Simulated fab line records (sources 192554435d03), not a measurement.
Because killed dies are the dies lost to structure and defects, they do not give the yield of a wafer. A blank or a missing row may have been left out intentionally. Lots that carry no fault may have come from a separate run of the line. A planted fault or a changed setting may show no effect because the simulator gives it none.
fab line records -- flow n5-finfet
record: lots: 7, wafers: 39
route steps=1938 shown FIN_CUT@169 DUMMY_GATE@237 SD_EPI_N@288 SD_ACTIVATION@330 HKMG_FIN@402
start-h: hours from the record's first day to the start of the lot's first wafer shown -- wait-h: time in hours since the lot's previous step -- " the same as in the row above -- L1.1+2: a row that stands for several wafers -- - value missing, or start not given -- * or withheld: withheld -- < > ~ a bound
route shown NAME@n: NAME is a module with steps in the file, n the number in the route of the first one -- usual: the fault-free wafers' mean and standard deviation -- same: alike in all rows -- chamber/n: place in a boat -- sites: each site's reading -- _std_site: standard deviation across them -- _edge_site: inner sites' mean taken away from outer sites' mean -- radius-mm: for every site, how far away it sits from the centre of the wafer -- mask NAME#n: copy n -- behind: tool/chamber where the wafer was last shaped -- hold: what put the lot on hold/how long, in hours/how the hold closed -- device: transistor that didn't switch, given as n, p or np -- end of line: tests run on the same wafers once the route is complete -- a step given without rows: its recipe and nothing more -- killed: dies that structure and defects cost at the first sort, which is not the same as the wafer's yield -- map: dies across one wafer; x = killed, . = not, _ = none there
set.NAME: the setting as run; set.NAME@STEP: as run at that earlier step -- model.NAME: the simulator's own value behind a step, which no gauge read
lots where settings were altered on purpose, with a table for each step and a row for each wafer
== steps ==
step: N5_FIN_CUT_ETCH_21
recipe: chemistry: N2/H2, target: SOC, target-depth-a: 2190, overetch-a: 438, mask-material: SiARC, temp-c: 40, ion-energy-ev: 100, bias-w: 61, time-s: 523.5, pressure-mtorr: 30, source-w: 850, n2-flow-sccm: 200, h2-flow-sccm: 200
lot.wafer,tool,chamber,start-h,wait-h,set.time-s,model.SiARC_of_FIN_CUT_COAT_19.thk-nm
L078.1+6,rie-diel-03,3,50.78,0.0,523.5,12
L078.2+4,rie-diel-03,0,50.78,0.0,418.6,13.4
L078.3,rie-diel-03,2,50.78,0.0,418.6,13.2
L078.5,rie-diel-03,2,50.78,0.0,523.5,11.6
L081.1+2+3+5+6,rie-diel-05,"2,1,3,3,2",68.70,0.0,523.5,11.8
L081.4,rie-diel-05,1,68.70,0.0,523.5,11.6
L083.1+4,rie-diel-03,"2,1",80.83,0.0,408.4,13.4
L083.2,rie-diel-03,0,80.83,0.0,408.4,13.6
L083.3+6,rie-diel-03,3,80.83,0.0,523.5,12.2
L083.5,rie-diel-03,0,80.83,0.0,523.5,11.8
L087.1,rie-diel-05,0,106.58,0.0,523.5,12.2
L087.5+6,rie-diel-05,"2,1",106.58,0.0,523.5,11.8
L092.1,rie-diel-03,2,135.31,0.0,619.5,10
L092.2+4,rie-diel-03,"0,1",135.31,0.0,523.5,11.6
L092.3+6,rie-diel-03,3,135.31,0.0,619.5,10.6
L092.5,rie-diel-03,2,135.31,0.0,523.5,11.4
L093.1+6,rie-diel-03,"0,2",141.05,0.0,523.5,11.6
L093.2+3,rie-diel-03,"1,2",141.05,0.0,480.2,12.2
L093.4,rie-diel-03,3,141.05,0.0,523.5,12
L093.5,rie-diel-03,3,141.05,0.0,480.2,12.8
L097.1+4,rie-diel-06,"1,0",164.81,0.0,523.5,11.8
L097.2,rie-diel-06,3,164.81,0.0,646.3,10.4
L097.3,rie-diel-06,2,164.81,0.0,646.3,10
L097.5,rie-diel-06,3,164.81,0.0,523.5,12.2
L097.6,rie-diel-06,2,164.81,0.0,646.3,10.2
step: N5_DUMMY_GATE_ETCH_37
recipe: chemistry: N2/H2, target: SOC, target-depth-a: 600, overetch-a: 300, temp-c: 40, ion-energy-ev: 200, pressure-mtorr: 30, source-w: 840, bias-w: 150, n2-flow-sccm: 200, h2-flow-sccm: 200
usual: rf-vpp-V: 524.3/2.2
lot.wafer,tool,chamber,start-h,wait-h,set.source-w,rf-vpp-V
L078.1,rie-diel-05,3,70.17,0.0,840,525.1
L078.2,rie-diel-05,1,70.17,0.0,840,522.6
L078.3,rie-diel-05,2,70.17,0.0,840,525.0
L078.4,rie-diel-05,2,70.17,0.0,840,526.0
L078.5,rie-diel-05,3,70.17,0.0,840,524.5
L078.6,rie-diel-05,1,70.17,0.0,840,522.3
L081.1,rie-diel-03,1,89.12,0.0,695.2,556.6
L081.2,rie-diel-03,3,89.12,0.0,695.2,561.8
L081.3,rie-diel-03,2,89.12,0.0,840,520.7
L081.4,rie-diel-03,0,89.12,0.0,840,525.3
L081.5,rie-diel-03,1,89.12,0.0,840,523.4
L081.6,rie-diel-03,2,89.12,0.0,695.2,555.1
L083.1,rie-diel-06,0,99.37,0.0,840,527.4
L083.2,rie-diel-06,3,99.37,0.0,948.9,505.8
L083.3,rie-diel-06,2,99.37,0.0,948.9,504.3
L083.4,rie-diel-06,3,99.37,0.0,840,525.7
L083.5,rie-diel-06,0,99.37,0.0,948.9,505.9
L083.6,rie-diel-06,2,99.37,0.0,840,525.0
L087.1,rie-diel-05,3,124.94,0.0,840,523.3
L087.5,rie-diel-05,1,124.94,0.0,840,522.4
L087.6,rie-diel-05,0,124.94,0.0,840,524.0
L092.1,rie-diel-05,0,154.21,0.0,840,526.5
L092.2,rie-diel-05,2,154.21,0.0,840,524.4
L092.3,rie-diel-05,3,154.21,0.0,840,522.8
L092.4,rie-diel-05,2,154.21,0.0,840,524.4
L092.5,rie-diel-05,0,154.21,0.0,840,524.2
L092.6,rie-diel-05,3,154.21,0.0,840,524.1
L093.1,rie-diel-03,0,160.64,0.0,840,523.0
L093.2,rie-diel-03,2,160.64,0.0,886.6,510.0
L093.3,rie-diel-03,1,160.64,0.0,886.6,513.6
L093.4,rie-diel-03,3,160.64,0.0,840,528.0
L093.5,rie-diel-03,0,160.64,0.0,840,523.9
L093.6,rie-diel-03,1,160.64,0.0,886.6,513.5
L097.1,rie-diel-06,3,185.57,0.0,986.9,499.9
L097.2,rie-diel-06,1,185.57,0.0,986.9,491.8
L097.3,rie-diel-06,2,185.57,0.0,986.9,497.5
L097.4,rie-diel-06,0,185.57,0.0,840,525.7
L097.5,rie-diel-06,3,185.57,0.0,840,528.2
L097.6,rie-diel-06,0,185.57,0.0,840,527.2
step: N5_DUMMY_GATE_ETCH_42
recipe: chemistry: CHF3/O2, target: SiO2, target-depth-a: 35, time-s: 31, ion-energy-ev: 30, bias-w: 12, pressure-mtorr: 30, source-w: 600, Ar_flow_sccm: 200, CHF3_flow_sccm: 50, O2_flow_sccm: 5
usual: rf-vpp-V: 42.5/1
lot.wafer,tool,chamber,start-h,wait-h,set.bias-w,rf-vpp-V
L078.1,rie-diel-05,2,70.96,0.1,14.15,46.3
L078.2,rie-diel-05,3,70.96,0.1,14.15,48.4
L078.3,rie-diel-05,1,70.96,0.1,12,42.8
L078.4,rie-diel-05,1,70.96,0.1,12,43.1
L078.5,rie-diel-05,2,70.96,0.1,12,42.3
L078.6,rie-diel-05,3,70.96,0.1,14.15,47.1
L081.1,rie-diel-06,3,90.02,0.0,12,44.2
L081.2,rie-diel-06,2,90.02,0.0,10.2,37.5
L081.3,rie-diel-06,0,90.02,0.0,10.2,38.0
L081.4,rie-diel-06,1,90.02,0.0,12,42.1
L081.5,rie-diel-06,0,90.02,0.0,10.2,38.5
L081.6,rie-diel-06,1,90.02,0.0,12,42.2
L083.1,rie-diel-03,1,100.28,0.0,12,42.9
L083.2,rie-diel-03,0,100.28,0.0,12,42.8
L083.3,rie-diel-03,2,100.28,0.0,12,43.2
L083.4,rie-diel-03,3,100.28,0.0,13.98,45.5
L083.5,rie-diel-03,3,100.28,0.0,13.98,47.9
L083.6,rie-diel-03,2,100.28,0.0,13.98,48.8
L087.1,rie-diel-06,0,125.71,0.0,12,42.8
L087.5,rie-diel-06,2,125.71,0.0,12,41.5
L087.6,rie-diel-06,1,125.71,0.0,12,43.0
L092.1,rie-diel-05,0,155.19,0.0,12,42.0
L092.2,rie-diel-05,2,155.19,0.0,12,42.2
L092.3,rie-diel-05,3,155.19,0.0,12,42.9
L092.4,rie-diel-05,3,155.19,0.0,11.15,41.0
L092.5,rie-diel-05,0,155.19,0.0,11.15,39.5
L092.6,rie-diel-05,2,155.19,0.0,11.15,40.7
L093.1,rie-diel-05,3,161.42,0.0,12.91,44.7
L093.2,rie-diel-05,0,161.42,0.0,12.91,44.0
L093.3,rie-diel-05,2,161.42,0.0,12,42.8
L093.4,rie-diel-05,3,161.42,0.0,12.91,44.1
L093.5,rie-diel-05,0,161.42,0.0,12,41.9
L093.6,rie-diel-05,2,161.42,0.0,12,44.2
L097.1,rie-diel-03,0,186.34,0.0,12,44.8
L097.2,rie-diel-03,2,186.34,0.0,12,43.1
L097.3,rie-diel-03,1,186.34,0.0,12,40.5
L097.4,rie-diel-03,3,186.34,0.0,12,41.2
L097.5,rie-diel-03,1,186.34,0.0,12,41.4
L097.6,rie-diel-03,2,186.34,0.0,12,42.9
step: N5_SD_EPI_N_EPI_21
recipe: material: Si:P, dopant: P, temp-c: 680, pressure-torr: 255, time-s: 690
lot.wafer,tool,chamber,start-h,wait-h,set.pressure-torr,model.Si-P_of_SD_EPI_N_EPI_21.thk-nm
L078.1+4,epi-rpcvd-02,0,73.83,0.1,255,58.4
L078.2,epi-rpcvd-02,0,73.83,0.1,255,58.6
L078.3,epi-rpcvd-02,0,73.83,0.1,255,58.8
L078.5,epi-rpcvd-02,0,73.83,0.1,255,59
L078.6,epi-rpcvd-02,0,73.83,0.1,255,58
L081.1+6,epi-rpcvd-02,0,93.03,0.1,286.2,61
L081.2,epi-rpcvd-02,0,93.03,0.1,286.2,61.8
L081.3,epi-rpcvd-02,0,93.03,0.1,286.2,61.2
L081.4,epi-rpcvd-02,0,93.03,0.1,286.2,61.4
L081.5,epi-rpcvd-02,0,93.03,0.1,286.2,61.6
L083.1+6,epi-rpcvd-02,0,103.28,0.1,302.5,64.4
L083.2,epi-rpcvd-02,0,103.28,0.1,302.5,63.6
L083.3,epi-rpcvd-02,0,103.28,0.1,302.5,63.8
L083.4,epi-rpcvd-02,0,103.28,0.1,302.5,64.2
L083.5,epi-rpcvd-02,0,103.28,0.1,302.5,64
L087.1,epi-rpcvd-02,0,129.69,0.1,255,58.8
L087.5,epi-rpcvd-02,0,130.81,1.1,255,59.8
L087.6,epi-rpcvd-02,0,130.81,1.1,255,60.2
L092.1,epi-rpcvd-03,0,158.22,0.1,227.7,54.8
L092.2,epi-rpcvd-03,0,158.22,0.1,227.7,55
L092.3+4,epi-rpcvd-03,0,158.22,0.1,227.7,55.6
L092.5,epi-rpcvd-03,0,158.22,0.1,227.7,55.2
L092.6,epi-rpcvd-03,0,158.22,0.1,227.7,56.2
L093.1+3,epi-rpcvd-01,0,164.30,0.1,232,57
L093.2,epi-rpcvd-01,0,164.30,0.1,232,56.6
L093.4,epi-rpcvd-01,0,164.30,0.1,232,57.2
L093.5,epi-rpcvd-01,0,164.30,0.1,232,57.4
L093.6,epi-rpcvd-01,0,164.30,0.1,232,56.8
L097.1+3+4,epi-rpcvd-03,0,190.05,0.1,278.8,61.8
L097.2,epi-rpcvd-03,0,190.05,0.1,278.8,61.6
L097.5,epi-rpcvd-03,0,190.05,0.1,278.8,61.4
L097.6,epi-rpcvd-03,0,190.05,0.1,278.8,62
step: N5_SD_EPI_N_PRECLEAN_24
recipe: chemistry: O3/DIW, time-s: 60, temp-c: 22, o3-ppm: 10
lot.wafer,tool,chamber,start-h,wait-h,set.pressure-torr@SD_EPI_N_EPI_21,model.Si-P_of_SD_EPI_N_EPI_21.thk-nm
L078.1+4,wet-bench-02,"2,5",75.59,0.0,255,58
L078.2,wet-bench-02,6,75.59,0.0,255,58.2
L078.3,wet-bench-02,1,75.59,0.0,255,58.4
L078.5,wet-bench-02,3,75.59,0.0,255,58.6
L078.6,wet-bench-02,4,75.59,0.0,255,57.6
L081.1+6,wet-bench-03,"3,7",94.78,0.0,286.2,60.6
L081.2,wet-bench-03,1,94.78,0.0,286.2,61.4
L081.3,wet-bench-03,0,94.78,0.0,286.2,60.8
L081.4+5,wet-bench-03,"4,2",94.78,0.0,286.2,61
L083.1,wet-bench-01,2,105.05,0.0,302.5,64
L083.2,wet-bench-01,7,105.05,0.0,302.5,63
L083.3,wet-bench-01,3,105.05,0.0,302.5,63.2
L083.4+6,wet-bench-01,"1,0",105.05,0.0,302.5,63.8
L083.5,wet-bench-01,6,105.05,0.0,302.5,63.6
L087.1,wet-bench-03,1,131.45,0.0,255,58.6
L087.5,wet-bench-03,5,131.45,0.0,255,59.4
L087.6,wet-bench-03,2,131.45,0.0,255,59.8
L092.1+2,wet-bench-03,"4,7",159.99,0.0,227.7,54.6
L092.3+4,wet-bench-03,"6,0",159.99,0.0,227.7,55.2
L092.5,wet-bench-03,5,159.99,0.0,227.7,54.8
L092.6,wet-bench-03,1,159.99,0.0,227.7,55.8
L093.1+3,wet-bench-02,"2,7",166.05,0.0,232,56.6
L093.2,wet-bench-02,6,166.05,0.0,232,56.2
L093.4,wet-bench-02,3,166.05,0.0,232,56.8
L093.5,wet-bench-02,4,166.05,0.0,232,57
L093.6,wet-bench-02,5,166.05,0.0,232,56.4
L097.1+3,wet-bench-01,"4,5",191.89,0.1,278.8,61.4
L097.2+4,wet-bench-01,"0,7",191.89,0.1,278.8,61.2
L097.5,wet-bench-01,6,191.89,0.1,278.8,61
L097.6,wet-bench-01,3,191.89,0.1,278.8,61.6
step: N5_SD_EPI_N_SRD_25
recipe: time-s: 30, temp-c: 23, rinse-liquid: diw, dry: ipa-marangoni
step: N5_SD_EPI_N_PRECLEAN_49
recipe: chemistry: NF3:NH3, afs-cycles: 1, temp-c: 30, time-s: 20, sublimation-temp-c: 180, sublimation-time-s: 60, pressure-torr: 3, rf-power-w: 30
step: N5_SD_ACTIVATION_RTA_00
recipe: temp-c: 975, time-s: 0, ambient: N2, idle-temp-c: 600, ramp-up-c-per-s: 150, ramp-down-c-per-s: 60, cool-to-c: 600
step: N5_SD_ACTIVATION_LSA_01
recipe: temp-c: 1080, time-s: 0.0008, ambient: N2
step: N5_SD_ACTIVATION_RS_MEAS_03
recipe: thk-meas-gauge: four-point-probe
usual: RS_SD_N: 21.9/0.31, RS_SD_P: 56.1/0.95
lot.wafer,tool,chamber,start-h,wait-h,set.pressure-torr@SD_EPI_N_EPI_21,RS_SD_N[ohm/sq],RS_SD_P[ohm/sq]
L078.1,film-metro-01,-,81.50,0.2,255,21.9,56.9
L078.2,film-metro-01,-,81.50,0.2,255,22.0,57.4
L078.3,film-metro-01,-,81.50,0.2,255,21.9,57.8
L078.4,film-metro-01,-,81.50,0.2,255,22.2,57.8
L078.5,film-metro-01,-,81.50,0.2,255,21.6,57.8
L078.6,film-metro-01,-,81.50,0.2,255,22.1,56.9
L081.1,film-metro-02,-,100.46,0.2,286.2,21.0,55.3
L081.2,film-metro-02,-,100.46,0.2,286.2,20.7,55.6
L081.3,film-metro-02,-,100.46,0.2,286.2,20.8,54.8
L081.4,film-metro-02,-,100.46,0.2,286.2,20.8,55.0
L081.5,film-metro-02,-,100.46,0.2,286.2,20.8,54.5
L081.6,film-metro-02,-,100.46,0.2,286.2,21.1,54.6
L083.1,film-metro-02,-,110.09,0.2,302.5,19.9,55.5
L083.2,film-metro-02,-,110.09,0.2,302.5,20.2,55.6
L083.3,film-metro-02,-,110.09,0.2,302.5,20.1,55.6
L083.4,film-metro-02,-,110.09,0.2,302.5,19.9,55.9
L083.5,film-metro-02,-,110.09,0.2,302.5,20.0,55.7
L083.6,film-metro-02,-,110.09,0.2,302.5,19.9,55.3
L087.1,film-metro-02,-,136.85,0.2,255,22.0,54.5
L087.5,film-metro-02,-,136.85,0.2,255,21.6,54.8
L087.6,film-metro-02,-,136.85,0.2,255,21.3,55.2
L092.1,film-metro-02,-,165.29,0.2,227.7,23.9,55.6
L092.2,film-metro-02,-,165.29,0.2,227.7,23.8,56.2
L092.3,film-metro-02,-,165.29,0.2,227.7,23.4,57.2
L092.4,film-metro-02,-,165.29,0.2,227.7,23.5,56.3
L092.5,film-metro-02,-,165.29,0.2,227.7,23.8,56.6
L092.6,film-metro-02,-,165.29,0.2,227.7,23.4,56.8
L093.1,film-metro-02,-,171.42,0.2,232,22.8,55.5
L093.2,film-metro-02,-,171.42,0.2,232,22.9,55.5
L093.3,film-metro-02,-,171.42,0.2,232,22.7,54.6
L093.4,film-metro-02,-,171.42,0.2,232,22.5,54.9
L093.5,film-metro-02,-,171.42,0.2,232,22.8,54.9
L093.6,film-metro-02,-,171.42,0.2,232,22.9,56.2
L097.1,film-metro-02,-,197.06,0.2,278.8,20.3,57.3
L097.2,film-metro-02,-,197.06,0.2,278.8,20.8,57.8
L097.3,film-metro-02,-,197.06,0.2,278.8,20.3,58.0
L097.4,film-metro-02,-,197.06,0.2,278.8,20.6,56.9
L097.5,film-metro-02,-,197.06,0.2,278.8,20.9,56.8
L097.6,film-metro-02,-,197.06,0.2,278.8,20.5,58.1
step: N5_HKMG_FIN_ETCH_54
recipe: chemistry: CF4, target: SiARC, target-depth-a: 455, mask-material: CAR-ArF, time-s: 75.8, ion-energy-ev: 80, pressure-mtorr: 40, source-w: 545, bias-w: 36, Ar_flow_sccm: 100, cf4-flow-sccm: 100, ends: cleared
usual: rf-vpp-V: 184.2/1.2
lot.wafer,tool,chamber,start-h,wait-h,set.bias-w,rf-vpp-V
L078.1,rie-diel-02,0,94.40,0.0,36,183.9
L078.2,rie-diel-02,1,94.40,0.0,36,182.7
L078.3,rie-diel-02,2,94.40,0.0,30.99,164.7
L078.4,rie-diel-02,3,94.40,0.0,36,185.3
L078.5,rie-diel-02,0,94.40,0.0,30.99,167.3
L078.6,rie-diel-02,1,94.40,0.0,30.99,166.7
L081.1,rie-diel-02,2,114.02,0.0,36,183.6
L081.2,rie-diel-02,3,114.02,0.0,36,183.7
L081.3,rie-diel-02,1,114.02,0.0,36,183.6
L081.4,rie-diel-02,0,114.02,0.0,36,186.1
L081.5,rie-diel-02,2,114.02,0.0,36,181.9
L081.6,rie-diel-02,3,114.02,0.0,36,186.3
L083.1,rie-diel-04,3,123.42,0.0,40.14,198.6
L083.2,rie-diel-04,1,123.42,0.0,36,185.5
L083.3,rie-diel-04,2,123.42,0.0,40.14,197.2
L083.4,rie-diel-04,1,123.42,0.0,40.14,196.6
L083.5,rie-diel-04,2,123.42,0.0,36,183.3
L083.6,rie-diel-04,3,123.42,0.0,36,184.3
L087.1,rie-diel-02,3,149.89,0.0,36,183.8
L087.5,rie-diel-02,0,149.89,0.0,36,184.0
L087.6,rie-diel-02,1,149.89,0.0,36,183.0
L092.1,rie-diel-02,3,179.54,0.0,36,185.4
L092.2,rie-diel-02,2,179.54,0.0,36,183.1
L092.3,rie-diel-02,0,179.54,0.0,32.63,172.7
L092.4,rie-diel-02,1,179.54,0.0,32.63,171.6
L092.5,rie-diel-02,0,179.54,0.0,36,183.3
L092.6,rie-diel-02,1,179.54,0.0,32.63,171.6
L093.1,rie-diel-04,0,184.27,0.0,38.77,196.1
L093.2,rie-diel-04,3,184.27,0.0,36,184.0
L093.3,rie-diel-04,2,184.27,0.0,36,182.5
L093.4,rie-diel-04,0,184.27,0.0,36,184.5
L093.5,rie-diel-04,2,184.27,0.0,38.77,190.1
L093.6,rie-diel-04,3,184.27,0.0,38.77,192.2
L097.1,rie-diel-04,2,210.53,0.0,36,182.6
L097.2,rie-diel-04,0,210.53,0.0,36,185.0
L097.3,rie-diel-04,3,210.53,0.0,36,185.7
L097.4,rie-diel-04,3,210.53,0.0,36,183.0
L097.5,rie-diel-04,0,210.53,0.0,36,184.9
L097.6,rie-diel-04,2,210.53,0.0,36,184.3
step: N5_HKMG_FIN_ETCH_58
recipe: chemistry: N2/H2, target: SOC, target-depth-a: 2158, ion-energy-ev: 50, bias-w: 13, time-s: 741, pressure-mtorr: 30, source-w: 875, n2-flow-sccm: 200, h2-flow-sccm: 200
lot.wafer,tool,chamber,start-h,wait-h,set.source-w,model.HKMG_FIN.feature-depth-nm,model.etch.depth-nm,model.SOC_of_HKMG_FIN_COAT_41.thk-nm
L078.1,rie-diel-02,0,94.66,0.0,875,220.4,220.4,79.2
L078.2,rie-diel-02,1,94.66,0.0,875,220,220,79.4
L078.3,rie-diel-02,2,94.66,0.0,875,212.8,212.8,86.2
L078.4,rie-diel-02,3,94.66,0.0,875,214.6,214.6,85.2
L078.5,rie-diel-02,0,94.66,0.0,875,221.2,221.1,78.6
L078.6,rie-diel-02,1,94.66,0.0,875,221.8,221.7,79
L081.1,rie-diel-02,2,114.29,0.0,875,212,212,87.2
L081.2,rie-diel-02,3,114.29,0.0,962.9,232,232,67.2
L081.3,rie-diel-02,1,114.29,0.0,875,221.4,221.5,78.6
L081.4,rie-diel-02,0,114.29,0.0,962.9,239.2,239.1,60
L081.5,rie-diel-02,2,114.29,0.0,962.9,232.8,232.9,65.8
L081.6,rie-diel-02,3,114.29,0.0,875,215.6,215.7,83
L083.1,rie-diel-04,3,123.69,0.0,875,219.2,219.3,81.2
L083.2,rie-diel-04,1,123.69,0.0,875,207.8,207.8,92.2
L083.3,rie-diel-04,2,123.69,0.0,730,183,183.1,117.6
L083.4,rie-diel-04,1,123.69,0.0,730,178.6,178.6,121.6
L083.5,rie-diel-04,2,123.69,0.0,875,216.2,216.1,83.4
L083.6,rie-diel-04,3,123.69,0.0,730,187.8,187.8,112.6
L087.1,rie-diel-02,3,150.16,0.0,875,214.2,214.3,86
L087.5,rie-diel-02,0,150.16,0.0,875,217.4,217.4,82.6
L087.6,rie-diel-02,1,150.16,0.0,875,219.2,219.3,81.2
L092.1,rie-diel-02,3,179.80,0.0,875,212.2,212.3,87
L092.2,rie-diel-02,2,179.80,0.0,875,211.2,211.2,87.6
L092.3,rie-diel-02,0,179.80,0.0,875,220.4,220.5,79
L092.4,rie-diel-02,1,179.80,0.0,875,219.2,219.2,80
L092.5,rie-diel-02,0,179.80,0.0,875,220.4,220.5,79.4
L092.6,rie-diel-02,1,179.80,0.0,875,219,219,80.6
L093.1,rie-diel-04,0,184.54,0.0,875,218.8,218.8,80.6
L093.2,rie-diel-04,3,184.54,0.0,970.1,239.8,239.7,60
L093.3,rie-diel-04,2,184.54,0.0,875,217,216.9,83.2
L093.4,rie-diel-04,0,184.54,0.0,875,219.2,219.1,80.8
L093.5,rie-diel-04,2,184.54,0.0,970.1,236,235.9,63.6
L093.6,rie-diel-04,3,184.54,0.0,970.1,240.4,240.3,59.8
L097.1,rie-diel-04,2,210.79,0.0,875,212.8,212.7,87.8
L097.2,rie-diel-04,0,210.79,0.0,875,216.4,216.5,83.6
L097.3,rie-diel-04,3,210.79,0.0,875,216.2,216.2,84.6
L097.4,rie-diel-04,3,210.79,0.0,875,216.6,216.6,83.8
L097.5,rie-diel-04,0,210.79,0.0,875,215.8,215.8,84.4
L097.6,rie-diel-04,2,210.79,0.0,875,211.8,211.8,87.6
step: N5_HKMG_FIN_ETCH_35
recipe: chemistry: N2/H2, target: SOC, target-depth-a: 2158, ion-energy-ev: 65, bias-w: 5, source-w: 3000, time-s: 243.4, pressure-mtorr: 30, n2-flow-sccm: 200, h2-flow-sccm: 200
usual: rf-vpp-V: 141.7/1.1
lot.wafer,tool,chamber,start-h,wait-h,set.bias-w,rf-vpp-V,model.HKMG_FIN.feature-depth-nm,model.etch.depth-nm,model.SOC_of_HKMG_FIN_COAT_29.thk-nm
L078.1,rie-diel-02,3,98.14,0.0,5,142.0,213,213,88.2
L078.2,rie-diel-02,0,98.14,0.0,5,141.0,218.4,218.4,83.6
L078.3,rie-diel-02,2,98.14,0.0,5,141.2,211.2,211.3,89.2
L078.4,rie-diel-02,1,98.14,0.0,5,140.2,218.8,218.9,82.8
L078.5,rie-diel-02,3,98.14,0.0,5,142.3,211.6,211.6,89.8
L078.6,rie-diel-02,0,98.14,0.0,5,140.9,216.4,216.5,85.6
L081.1,rie-diel-02,2,117.66,0.0,4.073,123.4,192,191.9,109.8
L081.2,rie-diel-02,0,117.66,0.0,5,142.8,217.2,217.3,84.4
L081.3,rie-diel-02,1,117.66,0.0,4.073,124.2,199.2,199.3,101.6
L081.4,rie-diel-02,3,117.66,0.0,4.073,124.8,193.8,193.7,107
L081.5,rie-diel-02,0,117.66,0.0,5,141.2,215.8,215.9,84.8
L081.6,rie-diel-02,1,117.66,0.0,5,140.4,219.2,219.2,82.8
L083.1,rie-diel-01,2,127.19,0.0,5,142.0,219.6,219.7,81.4
L083.2,rie-diel-01,3,127.19,0.0,5,142.9,220.4,220.4,81
L083.3,rie-diel-01,1,127.19,0.0,4.684,137.0,210.2,210.3,90
L083.4,rie-diel-01,0,127.19,0.0,4.684,135.9,203.8,203.8,97.2
L083.5,rie-diel-01,0,127.19,0.0,4.684,135.3,204.4,204.5,97
L083.6,rie-diel-01,1,127.19,0.0,5,141.9,217.8,217.7,83.8
L087.1,rie-diel-01,1,153.60,0.0,5,141.7,215.2,215.1,85.8
L087.5,rie-diel-01,3,153.60,0.0,5,142.2,218,218,82
L087.6,rie-diel-01,2,153.60,0.0,5,142.7,219.4,219.4,80.8
L092.1,rie-diel-02,1,183.61,0.0,5.511,150.4,229.4,229.4,70.4
L092.2,rie-diel-02,3,183.61,0.0,5.511,151.9,224,224.1,76.2
L092.3,rie-diel-02,2,183.61,0.0,5,141.2,209.4,209.3,91.6
L092.4,rie-diel-02,0,183.61,0.0,5.511,150.1,229.6,229.7,70.4
L092.5,rie-diel-02,2,183.61,0.0,5,140.0,211.2,211.2,88
L092.6,rie-diel-02,3,183.61,0.0,5,143.5,214.6,214.6,85.4
L093.1,rie-diel-01,1,187.84,0.0,5,142.3,213.4,213.5,86.8
L093.2,rie-diel-01,2,187.84,0.0,5,142.6,215.8,215.8,83.6
L093.3,rie-diel-01,3,187.84,0.0,4.182,127.6,199.2,199.1,100.8
L093.4,rie-diel-01,0,187.84,0.0,4.182,126.0,189.4,189.5,111
L093.5,rie-diel-01,2,187.84,0.0,5,143.2,216.4,216.4,84.6
L093.6,rie-diel-01,1,187.84,0.0,4.182,125.1,195,195,105.6
L097.1,rie-diel-01,1,214.16,0.0,5,140.4,217.4,217.4,83.8
L097.2,rie-diel-01,3,214.16,0.0,5.539,152.5,229,229,72.2
L097.3,rie-diel-01,2,214.16,0.0,5.539,152.9,228.4,228.4,73
L097.4,rie-diel-01,0,214.16,0.0,5.539,149.8,214.2,214.1,86.2
L097.5,rie-diel-01,1,214.16,0.0,5,139.6,217.6,217.6,83.8
L097.6,rie-diel-01,2,214.16,0.0,5,142.6,216.6,216.7,84.2
== key ==
split: step: N5_FIN_CUT_ETCH_21, setting: time-s, stated: 523.5, by: wafer
response: step: N5_FIN_CUT_ETCH_21, reading: model.SiARC_of_FIN_CUT_COAT_19.thk-nm, change: -0.0691, per: 1%, r: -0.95
split: step: N5_DUMMY_GATE_ETCH_37, setting: source-w, stated: 840, by: wafer
response: step: N5_DUMMY_GATE_ETCH_37, reading: rf-vpp-V, change: -1.84, per: 1%, r: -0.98
split: step: N5_DUMMY_GATE_ETCH_42, setting: bias-w, stated: 12, by: wafer
response: step: N5_DUMMY_GATE_ETCH_42, reading: rf-vpp-V, change: +0.27, per: 1%, r: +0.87
split: step: N5_SD_EPI_N_EPI_21, setting: pressure-torr, stated: 255, by: lot
response: step: N5_SD_EPI_N_EPI_21, reading: model.Si-P_of_SD_EPI_N_EPI_21.thk-nm, change: +0.267, per: 1%, r: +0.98
response: step: N5_SD_EPI_N_PRECLEAN_24, reading: model.Si-P_of_SD_EPI_N_EPI_21.thk-nm, change: +0.264, per: 1%, r: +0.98
response: step: N5_SD_ACTIVATION_RS_MEAS_03, reading: RS_SD_N, change: -0.113, per: 1%, r: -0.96
split: step: N5_HKMG_FIN_ETCH_54, setting: bias-w, stated: 36, by: wafer
response: step: N5_HKMG_FIN_ETCH_54, reading: rf-vpp-V, change: +1.23, per: 1%, r: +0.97
split: step: N5_HKMG_FIN_ETCH_58, setting: source-w, stated: 875, by: wafer
response: step: N5_HKMG_FIN_ETCH_58, reading: model.HKMG_FIN.feature-depth-nm, change: +1.87, per: 1%, r: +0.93
response: step: N5_HKMG_FIN_ETCH_58, reading: model.etch.depth-nm, change: +1.87, per: 1%, r: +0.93
response: step: N5_HKMG_FIN_ETCH_58, reading: model.SOC_of_HKMG_FIN_COAT_41.thk-nm, change: -1.89, per: 1%, r: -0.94
split: step: N5_HKMG_FIN_ETCH_35, setting: bias-w, stated: 5, by: wafer
response: step: N5_HKMG_FIN_ETCH_35, reading: rf-vpp-V, change: +0.966, per: 1%, r: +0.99
response: step: N5_HKMG_FIN_ETCH_35, reading: model.HKMG_FIN.feature-depth-nm, change: +1.23, per: 1%, r: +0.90
response: step: N5_HKMG_FIN_ETCH_35, reading: model.etch.depth-nm, change: +1.23, per: 1%, r: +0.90
response: step: N5_HKMG_FIN_ETCH_35, reading: model.SOC_of_HKMG_FIN_COAT_29.thk-nm, change: -1.22, per: 1%, r: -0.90
